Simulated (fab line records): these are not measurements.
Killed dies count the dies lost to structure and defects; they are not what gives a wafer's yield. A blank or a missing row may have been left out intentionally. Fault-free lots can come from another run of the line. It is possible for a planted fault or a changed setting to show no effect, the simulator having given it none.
Which tool did it? | flow n5-finfet | 10 lots with 30 wafers sampled at 6 steps, on a route of 1938 steps

WHAT THE GAUGES READ, wafer by wafer
The record lacks any reading of a measuring or inspecting step that a usual standard deviation could be used to judge.

WHAT TOOL EACH LOT RAN ON (gives the tool, then ch and the chambers of the sampled wafers, and finally the start)
lot  | N5_PMOS_HMC_CHANNEL_EPI_STRIP_33  | N5_PMOS_HMC_CHANNEL_EPI_ETCH_38 | N5_FIN_SAQP_ALD_61               | N5_FIN_SAQP_COAT_50              | N5_FIN_SAQP_ETCH_51               | N5_PASSIVATION_PROBE_49
L432 | rie-diel-05 ch 0,3, day 2 00:02   | rie-si-05 ch 1,3, day 2 00:22   | ald-sin-04 ch 0,1, day 2 02:53   | litho-track-03 ch 0, day 2 03:59 | rie-diel-01 ch 1,2, day 2 04:29   | -
L434 | rie-diel-02 ch 0,1, day 2 12:23   | rie-si-06 ch 2,3, day 2 12:41   | ald-sin-04 ch 0,1,3, day 2 15:19 | litho-track-03 ch 0, day 2 16:13 | rie-diel-01 ch 0,3, day 2 16:35   | -
L435 | rie-diel-02 ch 0,1,3, day 2 17:10 | rie-si-05 ch 1,3, day 2 17:28   | ald-sin-04 ch 1,2,3, day 2 19:55 | litho-track-03 ch 0, day 2 20:48 | rie-diel-06 ch 0,2,3, day 2 21:16 | prober-02, day 13 01:55
L438 | rie-diel-05 ch 1,3, day 3 11:33   | rie-si-05 ch 0,2, day 3 11:52   | ald-sin-03 ch 0,1,2, day 3 14:28 | litho-track-04 ch 0, day 3 15:17 | rie-diel-03 ch 0,1,3, day 3 15:40 | -
L439 | rie-diel-02 ch 0,1, day 3 17:28   | rie-si-06 ch 0,1, day 3 18:01   | ald-sin-03 ch 0,1,3, day 3 20:30 | litho-track-03 ch 0, day 3 21:20 | rie-diel-06 ch 2,3, day 3 21:50   | -
L440 | rie-diel-05 ch 0,2,3, day 3 23:31 | rie-si-04 ch 1,2,3, day 4 00:04 | ald-sin-04 ch 1,2,3, day 4 03:05 | litho-track-04 ch 0, day 4 03:55 | rie-diel-01 ch 0,1,2, day 4 04:25 | -
L441 | rie-diel-05 ch 2,3, day 4 06:07   | rie-si-04 ch 2,3, day 4 06:40   | ald-sin-04 ch 2,3, day 4 09:11   | litho-track-02 ch 0, day 4 10:01 | rie-diel-01 ch 1,2, day 4 10:31   | -
L444 | rie-diel-05 ch 0,1,3, day 4 23:25 | rie-si-06 ch 2,3, day 4 23:56   | ald-sin-01 ch 0,3, day 5 02:27   | litho-track-02 ch 0, day 5 03:16 | rie-diel-06 ch 0,2, day 5 03:46   | -
L450 | rie-diel-02 ch 0,1, day 6 11:52   | rie-si-06 ch 2,3, day 6 12:10   | ald-sin-04 ch 1,2,3, day 6 14:59 | litho-track-02 ch 0, day 6 15:55 | rie-diel-01 ch 1,2, day 6 16:25   | -
L453 | rie-diel-04 ch 0,2, day 7 05:47   | rie-si-06 ch 0,1,3, day 7 06:05 | ald-sin-04 ch 0,2,3, day 7 09:05 | litho-track-04 ch 0, day 7 10:13 | rie-diel-06 ch 0,1,3, day 7 10:36 | -
- N5_PMOS_HMC_CHANNEL_EPI_STRIP_33: strips in N2/H2.
- N5_PMOS_HMC_CHANNEL_EPI_ETCH_38: etches SiO2 in CF4, target depth 1.5 nm.
- N5_FIN_SAQP_ALD_61: deposits SiO2, target thk 4 nm, pulse time 1 s, purge time 2 s.
- N5_FIN_SAQP_COAT_50: time 60 s, resist thk 35 nm.
- N5_FIN_SAQP_ETCH_51: etches SiARC in CF4, target depth 45.5 nm, time 75.8 s.
- N5_PASSIVATION_PROBE_49

WHAT THE TOOLS THEMSELVES READ (means of the sampled wafers that have a number; where no wafer has one, the mark that the record gives instead)
N5_PMOS_HMC_CHANNEL_EPI_STRIP_33. Usual: drypump-motor-current-A 5.9 A, standard deviation 0.38; oes-product-au 0.78 a.u., standard deviation 0.063; power-w 500.0 W, standard deviation 1.7; rf-vpp-V 54.2 V, standard deviation 1.8; showerhead-plenum-p-Torr 3.37 Torr, standard deviation 0.099; throttle-valve-pct 18.9 %, standard deviation 0.32.
lot  | tool        | drypump-motor-current-A (A) | oes-product-au (a.u.) | power-w (W) | rf-vpp-V (V) | showerhead-plenum-p-Torr (Torr) | throttle-valve-pct (%) | flag
L432 | rie-diel-05 | 6.1                         | 0.88                  | 501.9       | 53.9         | 3.30                            | 18.5                   |
L434 | rie-diel-02 | 5.9                         | 0.81                  | 500.3       | 53.8         | 3.30                            | 19.3                   |
L435 | rie-diel-02 | 5.9                         | 0.79                  | 498.6       | 52.7         | 3.32                            | 19.2                   |
L438 | rie-diel-05 | 6.2                         | 0.79                  | 498.2       | 55.2         | 3.33                            | 18.5                   |
L439 | rie-diel-02 | 5.9                         | 0.78                  | 501.2       | 53.0         | 3.32                            | 19.2                   |
L440 | rie-diel-05 | 5.8                         | 0.82                  | 499.3       | 53.5         | 3.39                            | 18.7                   |
L441 | rie-diel-05 | 5.9                         | 0.79                  | 500.5       | 55.9         | 3.33                            | 18.4                   |
L444 | rie-diel-05 | 6.2                         | 0.80                  | 498.9       | 55.6         | 3.37                            | 18.8                   |
L450 | rie-diel-02 | 5.9                         | 0.76                  | 501.4       | 55.5         | 3.31                            | 19.3                   |
L453 | rie-diel-04 | 5.6                         | 0.74                  | 500.6       | 54.7         | 3.26                            | 18.7                   |

N5_PMOS_HMC_CHANNEL_EPI_ETCH_38. Usual: drypump-motor-current-A 6.0 A, standard deviation 0.36; oes-product-au 1.000 a.u., standard deviation 0.02; throttle-valve-pct 21.6 %, standard deviation 0.31.
lot  | tool      | drypump-motor-current-A (A) | oes-product-au (a.u.) | throttle-valve-pct (%) | flag
L432 | rie-si-05 | 6.3                         | 0.992                 | 21.7                   |
L434 | rie-si-06 | 5.7                         | 1.007                 | 22.2                   |
L435 | rie-si-05 | 6.3                         | 0.999                 | 21.7                   |
L438 | rie-si-05 | 6.0                         | 1.016                 | 21.3                   |
L439 | rie-si-06 | 5.8                         | 1.012                 | 21.4                   |
L440 | rie-si-04 | 6.1                         | 0.997                 | 21.8                   |
L441 | rie-si-04 | 6.4                         | 0.978                 | 21.7                   |
L444 | rie-si-06 | 5.7                         | 0.997                 | 22.2                   |
L450 | rie-si-06 | 5.6                         | 0.997                 | 22.2                   |
L453 | rie-si-06 | 5.8                         | 1.002                 | 21.6                   |

N5_FIN_SAQP_ALD_61. Usual: heater-power-w 494 W, standard deviation 65; precursor-pulse-height-rel 1.001, standard deviation 0.02.
lot  | tool       | heater-power-w (W) | precursor-pulse-height-rel | flag
L432 | ald-sin-04 | 409                | 1.000                      |
L434 | ald-sin-04 | 484                | 1.012                      |
L435 | ald-sin-04 | 531                | 1.004                      |
L438 | ald-sin-03 | 487                | 0.988                      |
L439 | ald-sin-03 | 470                | 0.997                      |
L440 | ald-sin-04 | 532                | 1.013                      |
L441 | ald-sin-04 | 563                | 1.014                      |
L444 | ald-sin-01 | 445                | 0.985                      |
L450 | ald-sin-04 | 518                | 0.988                      |
L453 | ald-sin-04 | 518                | 0.994                      |

N5_FIN_SAQP_COAT_50. Usual: heater-power-total-W 427.7 W, standard deviation 2.1; spin-speed-rpm 1499.8 rpm, standard deviation 1.
lot  | tool           | heater-power-total-W (W) | spin-speed-rpm (rpm) | flag
L432 | litho-track-03 | 429.0                    | 1499.9               |
L434 | litho-track-03 | 429.3                    | 1500.2               |
L435 | litho-track-03 | 426.3                    | 1270.3               | OFF
L438 | litho-track-04 | 428.8                    | 1500.6               |
L439 | litho-track-03 | 428.0                    | 1270.1               | OFF
L440 | litho-track-04 | 427.0                    | 1499.5               |
L441 | litho-track-02 | 428.5                    | 1500.1               |
L444 | litho-track-02 | 426.3                    | 1498.9               |
L450 | litho-track-02 | 428.3                    | 1498.8               |
L453 | litho-track-04 | 425.1                    | 1499.8               |

N5_FIN_SAQP_ETCH_51. Usual: drypump-motor-current-A 5.5 A, standard deviation 0.5; etch-rf-on-time-s 76.0 s, standard deviation 1.8; oes-product-au 0.68 a.u., standard deviation 0.06; rf-vpp-V 184.1 V, standard deviation 1.1; showerhead-plenum-p-Torr 2.16 Torr, standard deviation 0.074; throttle-valve-pct 15.62 %, standard deviation 0.26.
lot  | tool        | drypump-motor-current-A (A) | etch-rf-on-time-s (s) | oes-product-au (a.u.) | rf-vpp-V (V) | showerhead-plenum-p-Torr (Torr) | throttle-valve-pct (%) | flag
L432 | rie-diel-01 | 5.5                         | 76.6                  | 0.64                  | 184.5        | 2.17                            | 15.77                  |
L434 | rie-diel-01 | 6.2                         | 74.4                  | 0.77                  | 184.9        | 2.23                            | 15.40                  |
L435 | rie-diel-06 | 5.0                         | 82.0                  | 0.71                  | 183.4        | 2.13                            | 15.48                  | OFF
L438 | rie-diel-03 | 5.6                         | 76.3                  | 0.64                  | 185.3        | 2.17                            | 15.62                  |
L439 | rie-diel-06 | 5.0                         | 82.1                  | 0.74                  | 184.5        | 2.09                            | 15.27                  | OFF
L440 | rie-diel-01 | 5.5                         | 77.4                  | 0.64                  | 183.8        | 2.17                            | 15.80                  |
L441 | rie-diel-01 | 5.5                         | 77.2                  | 0.62                  | 183.6        | 2.17                            | 15.81                  |
L444 | rie-diel-06 | 5.1                         | 74.8                  | 0.69                  | 184.3        | 2.12                            | 15.66                  |
L450 | rie-diel-01 | 5.3                         | 77.7                  | 0.65                  | 184.1        | 2.20                            | 15.85                  |
L453 | rie-diel-06 | 5.1                         | 76.5                  | 0.67                  | 184.6        | 2.15                            | 15.55                  |

N5_PASSIVATION_PROBE_49. Usual: defect-limited-yield 91.3 %, standard deviation 1.5; killed_at_M0_to_M3 34, standard deviation 9.4; killed_at_M4_up 13, standard deviation 5.3; killed-at-contacts 13, standard deviation 5.7; killed-at-front-end 40, standard deviation 10; killed-at-other 3.7, standard deviation 2.8; killed-dies 103, standard deviation 17; killed-open 67, standard deviation 13; killed-short 35, standard deviation 8.5; sort_bin_5_function 5.0 %, standard deviation 0.98; sort_bin_6_memory 3.3 %, standard deviation 0.7; sort-n-pass 1077, standard deviation 17; sort-yield-pct 91.3 %, standard deviation 1.5.
lot  | tool      | defect-limited-yield (%) | killed_at_M0_to_M3 | killed_at_M4_up | killed-at-contacts | killed-at-front-end | killed-at-other | killed-dies | killed-open | killed-short | sort_bin_5_function (%) | sort_bin_6_memory (%) | sort-n-pass | sort-yield-pct (%) | flag
L435 | prober-02 | 91.2                     | 31                 | 12              | 10                 | 43                  | 7.7             | 104         | 66          | 38           | 4.9                     | 3.4                   | 1076        | 91.2               |

THE ANSWER, worked out from the rows above alone
Rule: lot off if the mean of its wafers having a number is beyond 3 standard deviations from the usual mean. A lot without any number at a reading at which 4 lots or more have one is off too. Where the step has rows for the other lots, those lots are counted as sound. Order of review: gauges by route order, followed by the tools' own readings, for which a lot's mean as printed above is used. At the first step where some lot is off, the reading lying furthest off is the one used; lots without a number count as furthest.
Off at N5_FIN_SAQP_COAT_50 (spin-speed-rpm): L435, L439.
If a tool, at that step or one of the process steps before it, ran each lot that is off and ran no sound lot following the first of them, it fits. One candidate fits, namely litho-track-03 at N5_FIN_SAQP_COAT_50. A fault onset in the window from L434 (day 2 16:13, its last sound lot) to L435 (day 2 20:48, its first lot off) fits.
On the lots that are off, the tool's own readings at N5_FIN_SAQP_COAT_50 differ by more than 5 times the standard deviation of the sound lots' means, which bears it out; spin-speed-rpm reads 1270.2 rpm there versus 1499.7 rpm on the sound lots.

WHAT THE SIMULATOR HAD PUT IN
Process parameters drifting: litho-track-03 at N5_FIN_SAQP_COAT_50, beginning at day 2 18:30. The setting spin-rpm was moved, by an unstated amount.
Struck lots among those shown: L435, L439. The rule given above showed the same thing.
